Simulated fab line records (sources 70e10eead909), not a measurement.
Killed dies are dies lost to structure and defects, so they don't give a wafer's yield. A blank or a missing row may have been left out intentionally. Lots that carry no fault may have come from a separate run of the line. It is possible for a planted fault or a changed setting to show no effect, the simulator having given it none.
Problem report in the 8D (eight disciplines) form, filled by code + flow nand-harc + the parts of the form that need people (team, actions taken, sign-off) are left out

## 1. WHAT WENT WRONG
Wafers without a fault read 599.0 W, standard deviation 1.8; rf-fwd-power-W at NHARC_A_STAIRCASE_ETCH_315 reads a mean of 695.0 W on 6 wafers belonging to 2 lots. Relative to the usual mean, that is a shift of +53 standard deviations.
The step: etches the open film in C4F8/O2/Ar, target depth 2500 nm, time 607.1 s.
Earliest sighting: wafer L831.3 on rie-diel-07 at day 20 03:45. The record holds 36 wafers of 12 lots with a number at this step. Rule for "out", or "out of limits": more than 4 standard deviations from the usual mean. The other wafers with a number count as sound.

## 2. WHAT IT IS, AND WHAT IT ISN'T
| question                    | is                             | is not                                                                                       |
|-----------------------------|--------------------------------|----------------------------------------------------------------------------------------------|
| which readings at this step | rf-fwd-power-W, oes-product-au | rf-vpp-V                                                                                     |
| which lots                  | L831, L834                     | L823, L824, L826, L828, L829, L840, L841, L842, L843, L844                                   |
| which wafers of those lots  | all that have a number         | -                                                                                            |
| read on which tools         | rie-diel-07                    | rie-diel-06, rie-diel-08                                                                     |
| when                        | from day 20 03:45              | up to then (15 sound wafers); but 15 sound wafers of L840, L841, L842, L843, L844 came after |

## 3. THE SUSPECTS, EACH WITH WHAT RULES IT OUT
Counting: a tool at a process step up to the reading stays a suspect if it ran every lot that is out and no sound lot after the first of them.
- rie-diel-07 at NHARC_A_STAIRCASE_ETCH_294 (etches the open film in C4F8/O2/Ar, target depth 4989 nm, time 1211.6 s): ruled out as a lasting fault. The sound lots L840, L843 went through it after L831, its earliest lot that is out (day 20 03:11). Because NHARC_A_STAIRCASE_ETCH_294 lacks a start for some lots, the hours and order of its lots are taken from NHARC_A_STAIRCASE_ETCH_313.
- rie-diel-07 at NHARC_A_STAIRCASE_ETCH_313 (etches the open film in CF4/CHF3): ruled out as a lasting fault. The sound lots L840, L842, L843, L844 went through it after L831, its earliest lot that is out (day 20 03:11).
- rie-diel-07 at NHARC_A_STAIRCASE_ETCH_315 (etches the open film in C4F8/O2/Ar, target depth 2500 nm, time 607.1 s): ruled out as a lasting fault. The sound lots L840, L842, L843, L844 went through it after L831, its earliest lot that is out (day 20 03:45).
Left after counting: nothing in the record.

## 4. THE CAUSE (what the simulator had put in)
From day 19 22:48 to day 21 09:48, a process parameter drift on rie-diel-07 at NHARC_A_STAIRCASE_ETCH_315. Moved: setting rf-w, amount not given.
Counting ruled it out, wrongly.

## 5. THE CHAIN OF EFFECTS, in route order
Each row: a reading whose mean over the struck wafers that have a number lies more than 3 standard deviations from the usual. Only readings for which the record gives a usual standard deviation are gone through. hours: the time from each lot's start at the first step in this table that gives one to its start at this step, as a median over the lots. sigmas: the change in usual standard deviations.
| hours | step                       | reading        | usual      | on struck wafers | change | sigmas |
|-------|----------------------------|----------------|------------|------------------|--------|--------|
| 0     | NHARC_A_STAIRCASE_ETCH_315 | oes-product-au | 0.927 a.u. | 1.012            | +0.085 | +7.8   |
| 0     | NHARC_A_STAIRCASE_ETCH_315 | rf-fwd-power-W | 599.0 W    | 695.0            | +96.0  | +53    |
Process steps it contains:
- NHARC_A_STAIRCASE_ETCH_315: etches the open film in C4F8/O2/Ar, target depth 2500 nm, time 607.1 s.
Later measuring or inspecting steps at which every struck wafer that the step has a row for has a number for every such reading, and none has moved that far: NHARC_END_SORT_01.

## 6. WHAT WOULD HAVE CAUGHT IT SOONER
5 hours passed between the start of the fault at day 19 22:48 and the first reading out of limits in this record, taken at day 20 03:45.
